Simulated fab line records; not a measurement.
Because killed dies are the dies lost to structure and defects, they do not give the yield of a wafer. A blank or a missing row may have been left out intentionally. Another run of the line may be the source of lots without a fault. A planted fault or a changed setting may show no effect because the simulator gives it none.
Problem report, 8D (eight disciplines) form, completed by code    flow n5Finfet    the parts of the form that need people (team, actions taken, sign-off) are left out

1. THE ISSUE
Mean CJ_P at N5_BEOL_M4_RC_MEAS_101: 6.85 over 9 wafers in 3 lots; fault-free wafers: 5.84, standard deviation 0.16. Relative to the usual mean, that is a shift of +6.3 standard deviations.
First seen on wafer L251.1, day 11 12:44, on prober-02. At this step, 28 wafers from 10 lots have a number in the record. The rule behind "out" and "out of limits": a value lying over 4 standard deviations away from the usual mean. Any other wafer with a number is counted as sound.

2. WHAT THIS IS AND IS NOT
question                     is                      is not
which readings at this step  CJ_P                    DIBL_N, DIBL_P, IOFF_N, IOFF_P, ION_N, ION_P, SS_N, SS_P, VT_N
which lots                   L251, L254, L256        L241, L244, L249, L252, L253, L259, L261
which wafers of those lots   all that have a number  -
read on which gauges         prober-02               prober-01
when                         from day 11 12:44       up to then (8 sound wafers); but 11 sound wafers of L252, L253, L259, L261 came after

3. THE SUSPECTS, EACH WITH WHAT RULES IT OUT
Counting: a tool stays on the suspect list if, at a process step up to the reading, it processed all lots that are out and no sound lot following the first of them.
- the gauge at N5_BEOL_M4_RC_MEAS_101 is ruled out. All the wafers that are out were read on prober-02, but those of them that N5_WELL_APT_IMPLANT_15 has rows for are out there too, on other tools.
- implanter-02 at N5_WELL_APT_IMPLANT_15: kept. All lots that are out passed through it, beginning with L251 at day 4 02:11, and no sound lot followed; its final sound lot before that point was L249 at day 3 14:06. Its own readings are out on those wafers: doseIonsCm2, faradayCurrentUA.
Remaining after the count: implanter-02 at N5_WELL_APT_IMPLANT_15.

4. THE CAUSE (what the simulator had put in)
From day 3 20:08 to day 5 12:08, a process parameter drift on implanter-02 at N5_WELL_APT_IMPLANT_15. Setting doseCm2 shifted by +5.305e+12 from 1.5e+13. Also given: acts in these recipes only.
Only this tool survived the counting.

5. THE EFFECT CHAIN, in route order
Rows list readings where the struck wafers' mean (over those with a number) sits beyond 3 standard deviations from the usual. Scope: only readings with a usual standard deviation given in the record; hours: median across lots of the time from each lot's start at the first step in this table that gives one to its start at this step; sigmas: change in usual standard deviations.
hours  step                    reading           usual    on struck wafers  change    sigmas
0      N5_WELL_APT_IMPLANT_15  doseIonsCm2       1.5e+13  2.0e+13           +5.3e+12  +99 or more
0      N5_WELL_APT_IMPLANT_15  faradayCurrentUA  189      256               +67       +18
179    N5_BEOL_M4_RC_MEAS_101  CJ_P              5.84     6.85              +1.01     +6.3
Its process steps:
- N5_WELL_APT_IMPLANT_15

6. HOW IT WOULD HAVE BEEN CAUGHT EARLIER
Counted from the fault's start at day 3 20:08, it took 185 hours until the first out-of-limits reading at a measuring or inspecting step in this record, taken at day 11 12:44.
The tool's own readings at N5_WELL_APT_IMPLANT_15 were out on every struck wafer that the step has a row for (doseIonsCm2, faradayCurrentUA): an alarm limit on them would have fired on the first of those.
The start of N5_WELL_APT_IMPLANT_15 on implanter-02 came by day 11 12:44 for every one of the lots that are out (3). None of them would have been spared by holding the tool at that moment.
